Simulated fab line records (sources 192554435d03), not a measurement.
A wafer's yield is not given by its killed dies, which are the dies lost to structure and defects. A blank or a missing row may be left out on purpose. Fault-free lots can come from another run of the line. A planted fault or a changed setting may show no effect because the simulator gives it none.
fab line records || flow n5_finfet
record: {"lots": 4, "wafers": 12, "last_day": 17}
route steps=1938 shown BEOL_M12@1615 PASSIVATION@1936
lots that met no fault: taken from a fault-free run of the same line
start_h: the number of hours between the record's first day and the start of the first shown wafer of the lot || wait_h: how many hours have passed since the lot's step before this one || " as in the row above || L1.1+2: a single row standing in for several wafers || - no value, or no start was given || * or withheld: withheld || < > ~ a bound
route shown NAME@n: NAME is a module with steps in the file, n the number in the route of the first one || usual: average and standard deviation across the fault-free wafers || same: alike in all rows || chamber/n: place in a boat || sites: readings site by site || _std_site: how widely they spread, as a standard deviation || _edge_site: mean of outer sites minus mean of inner sites || radius_mm: how far each site lies from the wafer's centre || mask NAME#n: copy n || behind: the tool/chamber that last shaped the wafer || hold: cause of the lot's hold/its duration in hours/its outcome || device: the n, p or np transistor that did not switch || end of line: at the end of the route, the tests of the same wafers || for a step that has no rows: nothing shown but its recipe || killed: dies lost to structure and defects at the first sort, not the wafer's yield || map: dies across one wafer; x = killed, . = not, _ = none there
set.NAME: the setting that was run; set.NAME@STEP: the one run at that earlier step || model.NAME: the simulator's own value behind a step, which no gauge read
certain route steps with their lots: each step a table, each wafer a row
services: the hour from which a tool's chamber was out of use, counted from the record's first day as start_h (under 0 if before that day), plus the number of hours and why
== steps ==
step: N5_BEOL_M12_DESCUM_15
recipe: {"chemistry": "O2", "time_s": 7.9, "source_power_w": 50, "bias_power_w": 20, "pressure_mtorr": 20, "rf_frequency_hz": 2.712e+07, "temp_c": 40, "o2_flow_sccm": 225}
step: N5_BEOL_M12_ETCH_59
recipe: {"chemistry": "N2/H2", "target": "BARC", "target_depth_a": 890, "overetch_a": 267, "time_s": 67.9, "ion_energy_ev": 200, "pressure_mtorr": 30, "source_w": 840, "bias_w": 150, "n2_flow_sccm": 200, "h2_flow_sccm": 200}
step: N5_BEOL_M12_VIA_ETCH_16
recipe: {"chemistry": "C4F8/O2/Ar", "target": "SiOC", "pressure_mtorr": 30, "source_w": 3000, "bias_w": 700, "Ar_flow_sccm": 400, "C4F8_flow_sccm": 15, "O2_flow_sccm": 8, "he_inner_torr": 15, "he_outer_torr": 30, "target_depth_a": 7248, "time_s": "withheld", "ion_energy_ev": 250, "ends": "cleared"}
step: N5_BEOL_M12_STRIP_63
recipe: {"chemistry": "N2/H2", "power_w": 1000, "temp_c": 250, "h2_frac": 0.65, "overash_fraction": 0.3, "pressure_mtorr": 1000, "n2_flow_sccm": 1750, "h2_flow_sccm": 3250}
step: N5_BEOL_M12_STRIP_64
recipe: {"chemistry": "N2/H2", "power_w": 1000, "temp_c": 250, "h2_frac": 0.65, "overash_fraction": 0.3, "pressure_mtorr": "withheld", "n2_flow_sccm": 1750, "h2_flow_sccm": 3250}
step: N5_BEOL_M12_STRIP_71
recipe: {"chemistry": "post_etch_residue_remover", "time_s": 60, "temp_c": 25, "remover_ph": "withheld", "remover_water_wt_pct": "withheld", "remover_fluoride_wt_pct": "withheld"}
step: N5_BEOL_M12_SRD_72
recipe: {"time_s": 30, "temp_c": 23, "rinse_liquid": "diw", "dry": "n2_spin", "spin_rpm": 1500, "dry_time_s": 30}
step: N5_BEOL_M12_COAT_65
recipe: {"resist": "SOC", "temp_c": 250, "time_s": 60, "spin_rpm": 1500, "resist_thk_nm": 300}
step: N5_BEOL_M12_COAT_66
recipe: {"resist": "SiARC", "temp_c": 220, "time_s": 60, "spin_rpm": 1500, "resist_thk_nm": 110}
usual: {"spin_speed_rpm": "1499.9/1.1"}
{"lot.wafer": "L715.3", "tool": "litho_track-05", "chamber": 0, "start_h": 316.13, "wait_h": "-", "spin_speed_rpm": 1498.5, "model.SiARC_of_BEOL_M12_COAT_66.thk_nm": 109.6}
{"lot.wafer": "L715.5", "tool": "litho_track-05", "chamber": 0, "start_h": 316.13, "wait_h": "-", "spin_speed_rpm": 1498.5, "model.SiARC_of_BEOL_M12_COAT_66.thk_nm": 109.4}
{"lot.wafer": "L715.6", "tool": "litho_track-05", "chamber": 0, "start_h": 316.13, "wait_h": "-", "spin_speed_rpm": 1499.7, "model.SiARC_of_BEOL_M12_COAT_66.thk_nm": 109.2}
{"lot.wafer": "L722.3", "tool": "litho_track-05", "chamber": 0, "start_h": 350.01, "wait_h": "-", "spin_speed_rpm": 1786.7, "model.SiARC_of_BEOL_M12_COAT_66.thk_nm": 101}
{"lot.wafer": "L722.5", "tool": "litho_track-05", "chamber": 0, "start_h": 350.01, "wait_h": "-", "spin_speed_rpm": 1786.4, "model.SiARC_of_BEOL_M12_COAT_66.thk_nm": 100.8}
{"lot.wafer": "L722.6", "tool": "litho_track-05", "chamber": 0, "start_h": 350.01, "wait_h": "-", "spin_speed_rpm": 1786.6, "model.SiARC_of_BEOL_M12_COAT_66.thk_nm": 101}
{"lot.wafer": "L721.1", "tool": "litho_track-05", "chamber": 0, "start_h": 357.35, "wait_h": "-", "spin_speed_rpm": 1786.4, "model.SiARC_of_BEOL_M12_COAT_66.thk_nm": 100.8}
{"lot.wafer": "L721.2", "tool": "litho_track-05", "chamber": 0, "start_h": 357.35, "wait_h": "-", "spin_speed_rpm": 1785.2, "model.SiARC_of_BEOL_M12_COAT_66.thk_nm": 100.6}
{"lot.wafer": "L721.3", "tool": "litho_track-05", "chamber": 0, "start_h": 357.35, "wait_h": "-", "spin_speed_rpm": 1787.8, "model.SiARC_of_BEOL_M12_COAT_66.thk_nm": 100.6}
{"lot.wafer": "L727.2", "tool": "litho_track-01", "chamber": 0, "start_h": 381.99, "wait_h": "-", "spin_speed_rpm": 1500.0, "model.SiARC_of_BEOL_M12_COAT_66.thk_nm": 110.4}
{"lot.wafer": "L727.4", "tool": "litho_track-01", "chamber": 0, "start_h": 381.99, "wait_h": "-", "spin_speed_rpm": 1499.4, "model.SiARC_of_BEOL_M12_COAT_66.thk_nm": 110.2}
{"lot.wafer": "L727.6", "tool": "litho_track-01", "chamber": 0, "start_h": 381.99, "wait_h": "-", "spin_speed_rpm": 1499.8, "model.SiARC_of_BEOL_M12_COAT_66.thk_nm": 110.6}
step: N5_BEOL_M12_COAT_22
recipe: {"spin_rpm": 2888, "resist_thk_nm": 300}
step: N5_BEOL_M12_EBR_24
recipe: {"solvent": "PGMEA", "ebr_width_mm": 1.5}
step: N5_BEOL_M12_SOFTBAKE_23
recipe: {"temp_c": 130, "time_s": 60}
step: N5_BEOL_M12_EXPOSE_25
recipe: {"mask_id": "M12", "na": 0.93, "source_shape": "conventional", "sigma_outer": 0.4, "polarization": "unpolarized", "dose_mj": 21.8}
step: N5_BEOL_M12_PEB_26
recipe: {"peb_temp_c": 130, "peb_time_s": 90}
step: N5_BEOL_M12_DEVELOP_27
recipe: {"develop_time_s": 45, "rinse_liquid": "diw", "dry": "air_spin", "dev_temp_c": 21}
step: N5_BEOL_M12_HARDBAKE_32
recipe: {"temp_c": 130, "time_s": 120}
step: N5_BEOL_M12_DESCUM_33
recipe: {"chemistry": "O2", "time_s": 7.9, "source_power_w": 50, "bias_power_w": 20, "pressure_mtorr": 20, "rf_frequency_hz": 2.712e+07, "temp_c": 40, "o2_flow_sccm": 225}
step: N5_BEOL_M12_ETCH_67
recipe: {"chemistry": "CF4", "target": "SiARC", "target_depth_a": 1430, "time_s": 238.3, "ion_energy_ev": 80, "pressure_mtorr": 40, "source_w": 545, "bias_w": 36, "Ar_flow_sccm": 100, "cf4_flow_sccm": 100, "ends": "cleared"}
usual: {"drypump_motor_current_A": "5.6/0.46", "etch_rf_on_time_s": "237/7.4", "oes_product_au": "0.70/0.064", "rf_vpp_V": "184.2/1.1", "showerhead_plenum_p_Torr": "2.15/0.061", "throttle_valve_pct": "15.53/0.25"}
{"lot.wafer": "L715.3", "tool": "rie_diel-03", "chamber": 3, "start_h": 316.72, "wait_h": 0.0, "drypump_motor_current_A": 4.8, "etch_rf_on_time_s": 239, "oes_product_au": 0.70, "rf_hours_counter_h": 57, "rf_vpp_V": 184.8, "showerhead_plenum_p_Torr": 2.26, "throttle_valve_pct": 15.45, "model.etch.depth_nm": 109.6, "model.coat_of_BEOL_M12_COAT_22.thk_nm": 212.8}
{"lot.wafer": "L715.5", "tool": "rie_diel-03", "chamber": 3, "start_h": 316.72, "wait_h": 0.0, "drypump_motor_current_A": 4.8, "etch_rf_on_time_s": 239, "oes_product_au": 0.71, "rf_hours_counter_h": "-", "rf_vpp_V": 184.3, "showerhead_plenum_p_Torr": 2.26, "throttle_valve_pct": 15.44, "model.etch.depth_nm": 109.4, "model.coat_of_BEOL_M12_COAT_22.thk_nm": 212.8}
{"lot.wafer": "L715.6", "tool": "rie_diel-03", "chamber": 2, "start_h": 316.72, "wait_h": 0.0, "drypump_motor_current_A": 5.2, "etch_rf_on_time_s": 232, "oes_product_au": 0.59, "rf_hours_counter_h": "-", "rf_vpp_V": 183.3, "showerhead_plenum_p_Torr": 2.04, "throttle_valve_pct": 16.03, "model.etch.depth_nm": 109.3, "model.coat_of_BEOL_M12_COAT_22.thk_nm": 213}
{"lot.wafer": "L722.3", "tool": "rie_diel-04", "chamber": 1, "start_h": 350.74, "wait_h": 0.0, "drypump_motor_current_A": 5.7, "etch_rf_on_time_s": 213, "oes_product_au": 0.61, "rf_hours_counter_h": 241, "rf_vpp_V": 183.6, "showerhead_plenum_p_Torr": 2.11, "throttle_valve_pct": 15.86, "model.etch.depth_nm": 101, "model.coat_of_BEOL_M12_COAT_22.thk_nm": 218.4}
{"lot.wafer": "L722.5", "tool": "rie_diel-04", "chamber": 3, "start_h": 350.74, "wait_h": 0.0, "drypump_motor_current_A": 6.0, "etch_rf_on_time_s": 224, "oes_product_au": 0.70, "rf_hours_counter_h": "-", "rf_vpp_V": 183.8, "showerhead_plenum_p_Torr": 2.15, "throttle_valve_pct": 15.58, "model.etch.depth_nm": 100.8, "model.coat_of_BEOL_M12_COAT_22.thk_nm": 218.6}
{"lot.wafer": "L722.6", "tool": "rie_diel-04", "chamber": 0, "start_h": 350.74, "wait_h": 0.0, "drypump_motor_current_A": 5.8, "etch_rf_on_time_s": 203, "oes_product_au": 0.83, "rf_hours_counter_h": "-", "rf_vpp_V": 185.2, "showerhead_plenum_p_Torr": 2.18, "throttle_valve_pct": 15.20, "model.etch.depth_nm": 100.9, "model.coat_of_BEOL_M12_COAT_22.thk_nm": 218.8}
{"lot.wafer": "L721.1", "tool": "rie_diel-04", "chamber": 3, "start_h": 357.76, "wait_h": 0.0, "drypump_motor_current_A": 6.0, "etch_rf_on_time_s": 223, "oes_product_au": 0.70, "rf_hours_counter_h": 80, "rf_vpp_V": 183.6, "showerhead_plenum_p_Torr": 2.15, "throttle_valve_pct": 15.59, "model.etch.depth_nm": 100.8, "model.coat_of_BEOL_M12_COAT_22.thk_nm": 218.6}
{"lot.wafer": "L721.2", "tool": "rie_diel-04", "chamber": 0, "start_h": 357.76, "wait_h": 0.0, "drypump_motor_current_A": 5.8, "etch_rf_on_time_s": 201, "oes_product_au": 0.82, "rf_hours_counter_h": 13, "rf_vpp_V": 183.1, "showerhead_plenum_p_Torr": 2.18, "throttle_valve_pct": 15.20, "model.etch.depth_nm": 100.7, "model.coat_of_BEOL_M12_COAT_22.thk_nm": 218.6}
{"lot.wafer": "L721.3", "tool": "rie_diel-04", "chamber": 2, "start_h": 357.76, "wait_h": 0.0, "drypump_motor_current_A": 6.2, "etch_rf_on_time_s": 218, "oes_product_au": 0.72, "rf_hours_counter_h": 63, "rf_vpp_V": 185.9, "showerhead_plenum_p_Torr": 2.25, "throttle_valve_pct": 15.44, "model.etch.depth_nm": 100.6, "model.coat_of_BEOL_M12_COAT_22.thk_nm": 218.8}
{"lot.wafer": "L727.2", "tool": "rie_diel-03", "chamber": 3, "start_h": 382.68, "wait_h": 0.0, "drypump_motor_current_A": 4.9, "etch_rf_on_time_s": 243, "oes_product_au": 0.69, "rf_hours_counter_h": 78, "rf_vpp_V": 185.7, "showerhead_plenum_p_Torr": 2.25, "throttle_valve_pct": 15.49, "model.etch.depth_nm": 110.5, "model.coat_of_BEOL_M12_COAT_22.thk_nm": 213}
{"lot.wafer": "L727.4", "tool": "rie_diel-03", "chamber": 0, "start_h": 382.68, "wait_h": 0.0, "drypump_motor_current_A": 5.0, "etch_rf_on_time_s": 231, "oes_product_au": 0.67, "rf_hours_counter_h": "-", "rf_vpp_V": 185.6, "showerhead_plenum_p_Torr": 2.15, "throttle_valve_pct": 15.64, "model.etch.depth_nm": 110.3, "model.coat_of_BEOL_M12_COAT_22.thk_nm": 213}
{"lot.wafer": "L727.6", "tool": "rie_diel-03", "chamber": 3, "start_h": 382.68, "wait_h": 0.0, "drypump_motor_current_A": 4.9, "etch_rf_on_time_s": 246, "oes_product_au": 0.68, "rf_hours_counter_h": "-", "rf_vpp_V": 183.7, "showerhead_plenum_p_Torr": 2.25, "throttle_valve_pct": 15.48, "model.etch.depth_nm": 110.6, "model.coat_of_BEOL_M12_COAT_22.thk_nm": 212.8}
step: N5_BEOL_M12_ETCH_68
recipe: {"chemistry": "N2/H2", "target": "SOC", "mask_material": "SiARC", "source_w": 3000, "bias_w": 350, "temp_c": 40, "time_s": 285, "ion_energy_ev": 200, "pressure_mtorr": 30, "n2_flow_sccm": 200, "h2_flow_sccm": 200}
usual: {"drypump_motor_current_A": "5.6/0.46", "oes_product_au": "0.82/0.079", "rf_vpp_V": "524.4/2.3", "showerhead_plenum_p_Torr": "2.56/0.082", "throttle_valve_pct": "17.66/0.21"}
{"lot.wafer": "L715.3", "tool": "rie_diel-03", "chamber": 3, "start_h": 316.87, "wait_h": 0.1, "drypump_motor_current_A": 4.8, "oes_product_au": 0.86, "rf_hours_counter_h": 57, "rf_vpp_V": 526.7, "showerhead_plenum_p_Torr": 2.69, "throttle_valve_pct": 17.59, "model.SiARC_of_BEOL_M12_COAT_66.thk_nm": 84.8}
{"lot.wafer": "L715.5", "tool": "rie_diel-03", "chamber": 3, "start_h": 316.87, "wait_h": 0.1, "drypump_motor_current_A": 4.9, "oes_product_au": 0.86, "rf_hours_counter_h": "-", "rf_vpp_V": 527.5, "showerhead_plenum_p_Torr": 2.69, "throttle_valve_pct": 17.60, "model.SiARC_of_BEOL_M12_COAT_66.thk_nm": 84.4}
{"lot.wafer": "L715.6", "tool": "rie_diel-03", "chamber": 2, "start_h": 316.87, "wait_h": 0.1, "drypump_motor_current_A": 5.2, "oes_product_au": 0.69, "rf_hours_counter_h": "-", "rf_vpp_V": 520.4, "showerhead_plenum_p_Torr": 2.39, "throttle_valve_pct": 17.93, "model.SiARC_of_BEOL_M12_COAT_66.thk_nm": 85}
{"lot.wafer": "L722.3", "tool": "rie_diel-04", "chamber": 1, "start_h": 350.89, "wait_h": 0.1, "drypump_motor_current_A": 5.7, "oes_product_au": 0.71, "rf_hours_counter_h": 241, "rf_vpp_V": 522.4, "showerhead_plenum_p_Torr": 2.52, "throttle_valve_pct": 18.05, "model.SiARC_of_BEOL_M12_COAT_66.thk_nm": 76.2}
{"lot.wafer": "L722.5", "tool": "rie_diel-04", "chamber": 3, "start_h": 350.89, "wait_h": 0.1, "drypump_motor_current_A": 6.0, "oes_product_au": 0.82, "rf_hours_counter_h": "-", "rf_vpp_V": 523.8, "showerhead_plenum_p_Torr": 2.59, "throttle_valve_pct": 17.87, "model.SiARC_of_BEOL_M12_COAT_66.thk_nm": 77}
{"lot.wafer": "L722.6", "tool": "rie_diel-04", "chamber": 0, "start_h": 350.89, "wait_h": 0.1, "drypump_motor_current_A": 5.8, "oes_product_au": 0.94, "rf_hours_counter_h": "-", "rf_vpp_V": 524.2, "showerhead_plenum_p_Torr": 2.63, "throttle_valve_pct": 17.54, "model.SiARC_of_BEOL_M12_COAT_66.thk_nm": 76}
{"lot.wafer": "L721.1", "tool": "rie_diel-04", "chamber": 3, "start_h": 357.91, "wait_h": 0.1, "drypump_motor_current_A": 6.0, "oes_product_au": 0.81, "rf_hours_counter_h": 80, "rf_vpp_V": 526.4, "showerhead_plenum_p_Torr": 2.59, "throttle_valve_pct": 17.85, "model.SiARC_of_BEOL_M12_COAT_66.thk_nm": 76.8}
{"lot.wafer": "L721.2", "tool": "rie_diel-04", "chamber": 0, "start_h": 357.91, "wait_h": 0.1, "drypump_motor_current_A": 5.8, "oes_product_au": 0.95, "rf_hours_counter_h": 13, "rf_vpp_V": 524.4, "showerhead_plenum_p_Torr": 2.63, "throttle_valve_pct": 17.54, "model.SiARC_of_BEOL_M12_COAT_66.thk_nm": 75.2}
{"lot.wafer": "L721.3", "tool": "rie_diel-04", "chamber": 2, "start_h": 357.91, "wait_h": 0.1, "drypump_motor_current_A": 6.2, "oes_product_au": 0.85, "rf_hours_counter_h": 64, "rf_vpp_V": 528.0, "showerhead_plenum_p_Torr": 2.68, "throttle_valve_pct": 17.59, "model.SiARC_of_BEOL_M12_COAT_66.thk_nm": 76}
{"lot.wafer": "L727.2", "tool": "rie_diel-03", "chamber": 3, "start_h": 382.83, "wait_h": 0.1, "drypump_motor_current_A": 4.8, "oes_product_au": 0.82, "rf_hours_counter_h": 78, "rf_vpp_V": 527.0, "showerhead_plenum_p_Torr": 2.68, "throttle_valve_pct": 17.63, "model.SiARC_of_BEOL_M12_COAT_66.thk_nm": 85.8}
{"lot.wafer": "L727.4", "tool": "rie_diel-03", "chamber": 0, "start_h": 382.83, "wait_h": 0.1, "drypump_motor_current_A": 5.0, "oes_product_au": 0.78, "rf_hours_counter_h": "-", "rf_vpp_V": 522.9, "showerhead_plenum_p_Torr": 2.53, "throttle_valve_pct": 17.58, "model.SiARC_of_BEOL_M12_COAT_66.thk_nm": 85.8}
{"lot.wafer": "L727.6", "tool": "rie_diel-03", "chamber": 3, "start_h": 382.83, "wait_h": 0.1, "drypump_motor_current_A": 4.9, "oes_product_au": 0.83, "rf_hours_counter_h": "-", "rf_vpp_V": 528.2, "showerhead_plenum_p_Torr": 2.68, "throttle_valve_pct": 17.64, "model.SiARC_of_BEOL_M12_COAT_66.thk_nm": 85.8}
step: N5_BEOL_M12_STRIP_69
recipe: {"chemistry": "N2/H2", "temp_c": 40, "n2_flow_sccm": 200, "h2_flow_sccm": 200, "rf_frequency_hz": 6e+07}
step: N5_PASSIVATION_PROBE_49
usual: {"defect_limited_yield": "91.2/1.4", "killed_at_M0_to_M3": "34/9.3", "killed_at_M4_up": "14/5.9", "killed_at_contacts": "14/5.7", "killed_at_front_end": "38/10", "killed_at_other": "4/3.2", "killed_dies": "104/17", "killed_open": "67/13", "killed_short": "33/6.9", "sort_bin_4_leakage": "0/3.6", "sort_bin_5_function": "5.2/1", "sort_bin_6_memory": "3.3/0.61", "sort_bin_8_speed": "0.3/1.8", "sort_n_pass": "1069/52"}
same: {"gross_dies": 1180, "killed_at_back_side": 0}
{"lot.wafer": "L721.1", "tool": "prober-02", "chamber": "-", "start_h": 398.61, "wait_h": 0.0, "defect_limited_yield[%]": 93.0, "killed_at_M0_to_M3": 22, "killed_at_M4_up": 17, "killed_at_contacts": 10, "killed_at_front_end": 31, "killed_at_other": 3, "killed_dies": 83, "killed_open": 63, "killed_short": 18, "sort_bin_4_leakage[%]": 0, "sort_bin_5_function[%]": 4.2, "sort_bin_6_memory[%]": 2.8, "sort_bin_8_speed[%]": 0, "sort_n_pass": 1097}
killed by level:class
L721.1 MOL_CONTACT_COAG:geometric_particle:open=9 BEOL_M2:geometric_particle:open=7 BEOL_M4:geometric_particle:open=7 STI_FIN_REVEAL:geometric_particle:open=6 BEOL_M1:geometric_particle:open=6 FIN_SAQP:geometric_particle:open=5 STARTING-WAFER:geometric_particle:short=4 DUMMY_GATE:geometric_particle:open=3
== services ==
{"tool": "rie_diel-04", "chamber": 0, "start_h": 302.78, "hours": "-", "kind": "clean"}
{"tool": "rie_diel-04", "chamber": 0, "start_h": 302.78, "hours": "-", "kind": "consumable_replace:focus_ring"}
{"tool": "rie_diel-04", "chamber": 0, "start_h": 302.78, "hours": 21.6, "kind": "scheduled_down"}
{"tool": "rie_diel-04", "chamber": 0, "start_h": 302.78, "hours": 21.6, "kind": "vent_cycle"}
{"tool": "rie_diel-03", "chamber": 1, "start_h": 359.08, "hours": 5.1, "kind": "repair"}
{"tool": "rie_diel-03", "chamber": 2, "start_h": 376.64, "hours": "-", "kind": "clean"}
{"tool": "rie_diel-03", "chamber": 2, "start_h": 376.64, "hours": "-", "kind": "consumable_replace:focus_ring"}
{"tool": "rie_diel-03", "chamber": 2, "start_h": 376.64, "hours": "-", "kind": "consumable_replace:showerhead"}
{"tool": "rie_diel-03", "chamber": 2, "start_h": 376.64, "hours": 19.1, "kind": "scheduled_down"}
{"tool": "rie_diel-03", "chamber": 2, "start_h": 376.64, "hours": 19.1, "kind": "vent_cycle"}
{"tool": "rie_diel-04", "chamber": 1, "start_h": 382.68, "hours": "-", "kind": "clean"}
{"tool": "rie_diel-04", "chamber": 1, "start_h": 382.68, "hours": "-", "kind": "consumable_replace:focus_ring"}
{"tool": "rie_diel-04", "chamber": 1, "start_h": 382.68, "hours": 23.1, "kind": "scheduled_down"}
{"tool": "rie_diel-04", "chamber": 1, "start_h": 382.68, "hours": 23.1, "kind": "vent_cycle"}
== key ==
first_sign: {"step": "N5_BEOL_M12_COAT_66", "reading": "spin_speed_rpm", "direction": "up", "sigmas": "99+", "usual": "*", "struck": "*"}
effect: {"step": "N5_BEOL_M12_ETCH_67", "reading": "etch_rf_on_time_s", "direction": "down", "sigmas": 3.1, "usual": "*", "struck": "*"}
model_effect: {"step": "N5_BEOL_M12_COAT_66", "value": "SiARC_of_BEOL_M12_COAT_66.thk_nm", "without": 110, "struck": 100.8}
model_effect: {"step": "N5_BEOL_M12_ETCH_67", "value": "etch.depth_nm", "without": 110, "struck": 100.8}
model_effect: {"step": "N5_BEOL_M12_ETCH_68", "value": "SiARC_of_BEOL_M12_COAT_66.thk_nm", "without": 85.4, "struck": 76.2}
met_at N5_BEOL_M12_COAT_66
struck_wafers L721.1,L721.2,L721.3,L722.3,L722.5,L722.6
onset_between 316.13 350.01
fault: {"kind": "process_parameter_drift", "tool": "litho_track-05", "chamber": "-", "onset_h": 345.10, "steps": "N5_BEOL_M12_COAT_66", "channel": "spin_rpm", "offset": "*", "shape": "step", "end_h": 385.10, "acts_in": "*", "stated": "*"}
